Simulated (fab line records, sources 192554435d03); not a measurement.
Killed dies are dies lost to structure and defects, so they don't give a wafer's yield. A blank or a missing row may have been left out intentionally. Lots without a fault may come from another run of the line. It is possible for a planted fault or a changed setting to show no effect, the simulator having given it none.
The same fault as seen by 2 desks :: flow n5Finfet :: numbers are kept per desk, each desk with only its own; the story behind them comes last

METROLOGY DESK
Lot by lot, what the gauges showed, no matter which tool ran the lot: averages of those sampled wafers that carry a number. Marked OUT: a lot whose mean sits more than 4 standard deviations from the usual mean, which makes it out of limits; the brackets give that distance.
Columns: A = cdNm at N5_BEOL_M11_CD_MEAS_35, usual 69.9 nm
lot: L230
first seen here: day 12 06:43
A: 69.9

lot: L232
first seen here: day 13 15:06
A: 69.8

lot: L234
first seen here: day 13 15:26
A: 70.4

lot: L239
first seen here: day 14 11:35
A: 69.5

lot: L243
first seen here: day 15 19:43
A: 69.5

lot: L245
first seen here: day 16 12:55
A: 70.1

lot: L249
first seen here: day 17 02:35
A: 69.7

lot: L252
first seen here: day 18 06:10
A: 69.9

lot: L251
first seen here: day 18 14:05
A: 69.9

lot: L253
first seen here: day 18 21:28
A: 70.1
Finding of this desk: none of the 10 lots has anything out of limits.

FOR THE TOOL OWNER'S DESK: rieDiel-03
The tool's own readings at N5_BEOL_M11_VIA_ETCH_34 (etches SiCOH lowk in C4F6/O2, target depth 184.5 nm, time 69.2 s): means of the sampled wafers that have a number, for each lot that ran on this tool. Marked OUT: a lot whose mean sits more than 4 standard deviations from the usual mean, which makes it out of limits; the brackets give that distance.
Columns: A = drypumpMotorCurrentA at N5_BEOL_M11_VIA_ETCH_34, usual 5.8 A; B = oesProductAu at N5_BEOL_M11_VIA_ETCH_34, usual 0.78 a.u.; C = rfVppV at N5_BEOL_M11_VIA_ETCH_34, usual 665 V; D = runLengthS at N5_BEOL_M11_VIA_ETCH_34, usual 92.7 s; E = showerheadPlenumPTorr at N5_BEOL_M11_VIA_ETCH_34, usual 2.82 Torr; F = throttleValvePct at N5_BEOL_M11_VIA_ETCH_34, usual 20.97 %
lot: L230
first seen here: day 12 06:17
A: 5.6
B: 0.68
C: 667
D: 92.8
E: 2.80
F: 21.10

lot: L234
first seen here: day 13 14:59
A: 5.7
B: 0.69
C: 661
D: 94.5 (+5.0) OUT
E: 2.79
F: 21.27

lot: L239
first seen here: day 14 11:08
A: 5.7
B: 0.67
C: 667
D: 96.8 (+12) OUT
E: 2.79
F: 21.12

lot: L251
first seen here: day 18 13:39
A: 5.6
B: 0.76
C: 668
D: 93.1
E: 2.93
F: 21.12

lot: L253
first seen here: day 18 21:01
A: 5.6
B: 0.70
C: 668
D: 93.0
E: 2.94
F: 21.12
Finding of this desk: L234, L239 out of limits; the first was L234 at day 13 14:59, on runLengthS at N5_BEOL_M11_VIA_ETCH_34. In limits: L230, L251, L253.

TAKEN TOGETHER
An alarm could have come from the tool owner's desk at day 13 14:59, on L234, L239.
At the metrology desk, nothing out of limits was observed.
The metrology desk holds a record of L234, L239, inside its limits.
N5_BEOL_M11_VIA_ETCH_34 was run on rieDiel-03 by each of the lots named.

WHAT HAD BEEN PUT IN BY THE SIMULATOR
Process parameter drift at N5_BEOL_M11_VIA_ETCH_34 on rieDiel-03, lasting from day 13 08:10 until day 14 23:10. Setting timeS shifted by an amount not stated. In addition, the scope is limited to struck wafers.
Struck lots among those shown: L234, L239.
Hours from the fault's start to each desk's first reading out of limits: the tool owner's desk, 7.
